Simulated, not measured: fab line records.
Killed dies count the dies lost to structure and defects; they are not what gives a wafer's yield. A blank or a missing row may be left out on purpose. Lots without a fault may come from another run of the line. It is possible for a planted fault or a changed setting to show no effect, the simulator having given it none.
Code-filled problem report in 8D (eight disciplines) form + flow n5_finfet + the parts of the form that need people (team, actions taken, sign-off) are left out

1. WHAT WENT WRONG
heater_power_total_W at N5_WELL_APT_PEB_06 reads a mean of 179.4 W on 2 wafers of 1 lot; wafers without a fault read 172.5 W with a standard deviation of 0.75. That is +9.2 standard deviations from the usual mean.
The step: peb time 90 s.
Earliest sighting: wafer L299.5 on litho_track-01 at day 4 07:41. The record holds 33 wafers of 11 lots with a number at this step. By rule, "out" or "out of limits" means more than 4 standard deviations away from the usual mean. The other wafers with a number count as sound.

2. WHAT THIS IS AND IS NOT
| question                    | is                   | is not                                                                                 |
|-----------------------------|----------------------|----------------------------------------------------------------------------------------|
| which readings at this step | heater_power_total_W | -                                                                                      |
| which lots                  | L299                 | L288, L289, L290, L291, L292, L298, L303, L304, L308, L310                             |
| which wafers of those lots  | L299.5, L299.6       | L299.4                                                                                 |
| read on which tools         | litho_track-01       | litho_track-03, litho_track-04                                                         |
| when                        | from day 4 07:41     | up to then (19 sound wafers); but 12 sound wafers of L303, L304, L308, L310 came after |

3. SUSPECTS, AND WHAT RULES EACH OUT
Counting: if a tool at a process step up to the reading ran every lot that is out, it stays a suspect. Sound lots after the first of them don't rule it out here, since some wafers of a struck lot are sound.
- litho_track-01 at N5_WELL_APT_PEB_06 (peb time 90 s): kept. L299, the lot that is out, went through it at day 4 07:41; up to then, the latest sound lot through it was L291 at day 2 08:08. Its own readings are out on those wafers: heater_power_total_W.
Left after counting: litho_track-01 at N5_WELL_APT_PEB_06.

4. THE CAUSE (what the simulator had put in)
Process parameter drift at N5_WELL_APT_PEB_06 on litho_track-01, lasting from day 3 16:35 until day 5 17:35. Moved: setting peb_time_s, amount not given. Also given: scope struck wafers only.
This tool alone remained once counting was done.

5. THE EFFECT CHAIN, in route order
Each row: a reading where the mean over the struck wafers with a number is more than 3 standard deviations away from the usual. Readings are gone through only where the record gives a usual standard deviation; hours: the median, over the lots, of the time from a lot's start at the first step in this table giving one to that lot's start at this step; sigmas: the change measured in usual standard deviations.
| hours | step               | reading              | usual   | on struck wafers | change | sigmas |
|-------|--------------------|----------------------|---------|------------------|--------|--------|
| 0     | N5_WELL_APT_PEB_06 | heater_power_total_W | 172.5 W | 179.4            | +6.9   | +9.2   |
Process steps it contains:
- N5_WELL_APT_PEB_06: peb time 90 s.
Readings that are blank on the struck wafers while sound wafers have them: pad_life_wafers at N5_PMOS_HMC_CHANNEL_EPI_CMP_21.

6. HOW IT WOULD HAVE BEEN CAUGHT EARLIER
15 hours passed between the start of the fault at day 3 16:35 and the first reading out of limits in this record, taken at day 4 07:41.
